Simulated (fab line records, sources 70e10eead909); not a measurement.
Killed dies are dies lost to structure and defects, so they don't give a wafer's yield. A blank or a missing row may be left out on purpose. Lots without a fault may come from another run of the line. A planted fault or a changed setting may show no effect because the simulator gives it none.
Which tool did it? | flow nand_harc | 6 lots, 18 wafers sampled, at 3 steps of a route of 1159

WHAT THE GAUGES READ, wafer by wafer
NHARC_END_SORT_01.
lot  | measured     | on        | sort_bin_2_pct (%)
L228 | day 20 04:19 | prober-02 | 1.3 0.6 0.4
L234 | day 20 16:56 | prober-01 | 1.8 0.9 2.1
L236 | day 21 16:27 | prober-02 | 1.0 1.2 1.3
L240 | day 22 03:44 | prober-01 | 0.3 2.1 0.3
L243 | day 23 05:07 | prober-02 | 3.8 5.6 4.3
L248 | day 24 07:35 | prober-01 | 1.5 1.3 2.2

WHICH TOOL RAN EACH LOT (tool, then ch and the chambers of the sampled wafers, then the start)
lot  | NHARC_A_M0_ANNEAL_30             | NHARC_A_M0_CMP_23
L228 | rtp_anneal-01 ch 0, day 17 22:55 | cmp-02 ch 0,1,2, day 17 23:13
L234 | rtp_anneal-01 ch 0, day 19 02:48 | cmp-03 ch 1,2,3, day 19 03:06
L236 | rtp_anneal-01 ch 0, day 19 22:06 | cmp-04 ch 0,1,3, day 19 22:31
L240 | rtp_anneal-01 ch 0, day 20 11:47 | cmp-02 ch 0,1, day 20 12:08
L243 | rtp_anneal-02, day 21 19:13      | cmp-02 ch 1,2,3, day 21 19:37
L248 | rtp_anneal-02 ch 0, day 22 16:01 | cmp-04 ch 1,2,3, day 22 16:22
- NHARC_A_M0_ANNEAL_30: time 90 s.
- NHARC_A_M0_CMP_23: polishes, t overpolish 20 s, target thk 113.75 nm.

THE ANSWER, worked out from the rows above alone
Rule: what is usual is taken from the lots themselves. Put in order of their means at a reading, lots are off if they are a third of the lots or fewer, leave a main group of 4 or more, and stand apart from it by a gap of 3 or more times the standard deviation of the main group's means; of several such gaps the widest counts. A main group whose means are all the same, to the digits that the tables above print for the reading, isn't used. A lot without any number at a reading at which 4 lots or more have one is off too. The other lots that the step has rows for count as sound.
Off: L243, at NHARC_END_SORT_01 (sort_bin_2_pct). The main group: mean 1.2 %, standard deviation 0.36.
A tool fits if, at a process step before that reading, it ran every lot that is off, and no sound lot after the first of them. The gauges at NHARC_END_SORT_01 are tried like those tools. Can't be told from this: 2 tools fit, cmp-02 at NHARC_A_M0_CMP_23, prober-02 at NHARC_END_SORT_01.

WHAT THE SIMULATOR HAD PUT IN
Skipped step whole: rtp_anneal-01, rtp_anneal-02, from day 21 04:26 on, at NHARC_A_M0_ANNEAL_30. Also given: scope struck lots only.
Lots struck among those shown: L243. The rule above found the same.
